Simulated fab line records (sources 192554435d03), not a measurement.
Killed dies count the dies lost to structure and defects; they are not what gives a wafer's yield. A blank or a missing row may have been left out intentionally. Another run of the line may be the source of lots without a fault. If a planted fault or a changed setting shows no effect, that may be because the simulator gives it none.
Chamber matching / flow n5Finfet / N5_GATE_CUT_CMP_02 on cmp-04 has 4 sister chambers
The step polishes, stops on SiO2, t overpolish 12.7 s, target thk 0 nm. 27 wafers are shown with their chamber, then 12 later ones without.

## WAFERS PAIRED WITH THEIR CHAMBERS
wafer=L074.1; chamber=3; motorCurrentA (A)=7.6; overpolishRunS (s)=12.695; timeToEndpointS (s)=26.0
wafer=L074.4; chamber=1; motorCurrentA (A)=7.6; overpolishRunS (s)=12.704; timeToEndpointS (s)=21.6
wafer=L074.5; chamber=1; motorCurrentA (A)=7.9; overpolishRunS (s)=12.691; timeToEndpointS (s)=24.7
wafer=L076.1; chamber=1; motorCurrentA (A)=7.3; overpolishRunS (s)=12.699; timeToEndpointS (s)=25.1
wafer=L076.2; chamber=2; motorCurrentA (A)=9.1; overpolishRunS (s)=12.687; timeToEndpointS (s)=28.6
wafer=L076.4; chamber=3; motorCurrentA (A)=7.4; overpolishRunS (s)=12.695; timeToEndpointS (s)=27.4
wafer=L079.3; chamber=1; motorCurrentA (A)=7.8; overpolishRunS (s)=12.724; timeToEndpointS (s)=27.8
wafer=L079.4; chamber=2; motorCurrentA (A)=9.1; overpolishRunS (s)=12.707; timeToEndpointS (s)=28.5
wafer=L079.6; chamber=2; motorCurrentA (A)=8.8; overpolishRunS (s)=12.690; timeToEndpointS (s)=28.9
wafer=L080.3; chamber=2; motorCurrentA (A)=9.6; overpolishRunS (s)=12.710; timeToEndpointS (s)=25.6
wafer=L080.5; chamber=1; motorCurrentA (A)=7.5; overpolishRunS (s)=12.707; timeToEndpointS (s)=23.9
wafer=L080.6; chamber=0; motorCurrentA (A)=11.2; overpolishRunS (s)=12.710; timeToEndpointS (s)=25.7
wafer=L081.2; chamber=2; motorCurrentA (A)=9.2; overpolishRunS (s)=12.699; timeToEndpointS (s)=23.1
wafer=L081.3; chamber=1; motorCurrentA (A)=7.8; overpolishRunS (s)=12.710; timeToEndpointS (s)=22.2
wafer=L081.4; chamber=0; motorCurrentA (A)=10.4; overpolishRunS (s)=12.713; timeToEndpointS (s)=22.1
wafer=L084.2; chamber=1; motorCurrentA (A)=7.3; overpolishRunS (s)=12.702; timeToEndpointS (s)=26.3
wafer=L084.4; chamber=2; motorCurrentA (A)=9.5; overpolishRunS (s)=12.690; timeToEndpointS (s)=26.0
wafer=L084.5; chamber=0; motorCurrentA (A)=11.4; overpolishRunS (s)=12.699; timeToEndpointS (s)=26.7
wafer=L086.2; chamber=2; motorCurrentA (A)=9.1; overpolishRunS (s)=12.705; timeToEndpointS (s)=25.3
wafer=L086.3; chamber=0; motorCurrentA (A)=11.3; overpolishRunS (s)=12.694; timeToEndpointS (s)=25.4
wafer=L086.6; chamber=1; motorCurrentA (A)=7.8; overpolishRunS (s)=12.699; timeToEndpointS (s)=25.6
wafer=L088.1; chamber=1; motorCurrentA (A)=7.8; overpolishRunS (s)=12.699; timeToEndpointS (s)=22.5
wafer=L088.4; chamber=3; motorCurrentA (A)=8.2; overpolishRunS (s)=12.698; timeToEndpointS (s)=22.4
wafer=L088.6; chamber=2; motorCurrentA (A)=9.7; overpolishRunS (s)=12.695; timeToEndpointS (s)=26.3
wafer=L090.1; chamber=0; motorCurrentA (A)=10.7; overpolishRunS (s)=12.696; timeToEndpointS (s)=25.8
wafer=L090.3; chamber=2; motorCurrentA (A)=8.9; overpolishRunS (s)=12.700; timeToEndpointS (s)=24.9
wafer=L090.4; chamber=3; motorCurrentA (A)=7.2; overpolishRunS (s)=12.698; timeToEndpointS (s)=24.5

SIGNATURES (means of the wafers above)
reading=motorCurrentA; chamber 0=11.000; chamber 1=7.644; chamber 2=9.222; chamber 3=7.600; scatter within a chamber=0.33
reading=overpolishRunS; chamber 0=12.70240; chamber 1=12.70389; chamber 2=12.69811; chamber 3=12.69650; scatter within a chamber=0.00816
reading=timeToEndpointS; chamber 0=25.140; chamber 1=24.411; chamber 2=26.356; chamber 3=25.075; scatter within a chamber=1.98
Rule: a wafer lies at a distance from a chamber equal to the root of the sum of squares, over the readings, of (its reading less the chamber's mean, divided by the reading's scatter). If the next closest chamber is less than 2 further off than the closest, the wafer can't be placed; otherwise it belongs to the closest. How the scatter is found: for the shown wafers, subtract from each reading the mean of its chamber, square and add these, divide the total by (wafers less chambers), then take the root.

## WAFERS WITH NO CHAMBER GIVEN
wafer=L092.1; motorCurrentA (A)=11.2; overpolishRunS (s)=12.712; timeToEndpointS (s)=24.1
wafer=L092.2; motorCurrentA (A)=7.8; overpolishRunS (s)=12.702; timeToEndpointS (s)=23.4
wafer=L092.4; motorCurrentA (A)=8.0; overpolishRunS (s)=12.698; timeToEndpointS (s)=25.0
wafer=L093.1; motorCurrentA (A)=9.6; overpolishRunS (s)=12.708; timeToEndpointS (s)=24.9
wafer=L093.3; motorCurrentA (A)=7.7; overpolishRunS (s)=12.680; timeToEndpointS (s)=24.3
wafer=L093.4; motorCurrentA (A)=7.8; overpolishRunS (s)=12.709; timeToEndpointS (s)=25.0
wafer=L094.1; motorCurrentA (A)=11.1; overpolishRunS (s)=12.714; timeToEndpointS (s)=24.1
wafer=L094.5; motorCurrentA (A)=9.2; overpolishRunS (s)=12.706; timeToEndpointS (s)=25.0
wafer=L094.6; motorCurrentA (A)=8.0; overpolishRunS (s)=12.704; timeToEndpointS (s)=24.6
wafer=L095.3; motorCurrentA (A)=7.3; overpolishRunS (s)=12.700; timeToEndpointS (s)=22.9
wafer=L095.4; motorCurrentA (A)=11.4; overpolishRunS (s)=12.709; timeToEndpointS (s)=25.4
wafer=L095.6; motorCurrentA (A)=7.7; overpolishRunS (s)=12.689; timeToEndpointS (s)=24.0

## WHICH CHAMBER EACH ONE RAN IN
wafer=L092.1; from the rows above=0; in truth=0
wafer=L092.2; from the rows above=can't be placed: 1 or 3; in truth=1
wafer=L092.4; from the rows above=can't be placed: 3 or 1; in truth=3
wafer=L093.1; from the rows above=2; in truth=2
wafer=L093.3; from the rows above=can't be placed: 3 or 1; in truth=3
wafer=L093.4; from the rows above=can't be placed: 1 or 3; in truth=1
wafer=L094.1; from the rows above=0; in truth=0
wafer=L094.5; from the rows above=2; in truth=2
wafer=L094.6; from the rows above=can't be placed: 1 or 3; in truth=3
wafer=L095.3; from the rows above=can't be placed: 1 or 3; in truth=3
wafer=L095.4; from the rows above=0; in truth=0
wafer=L095.6; from the rows above=can't be placed: 3 or 1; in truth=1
Correct placement for 5 of the 12. Unplaceable from these rows: 7, with the true chamber sitting among the candidates in 7. Number placed wrongly: 0.
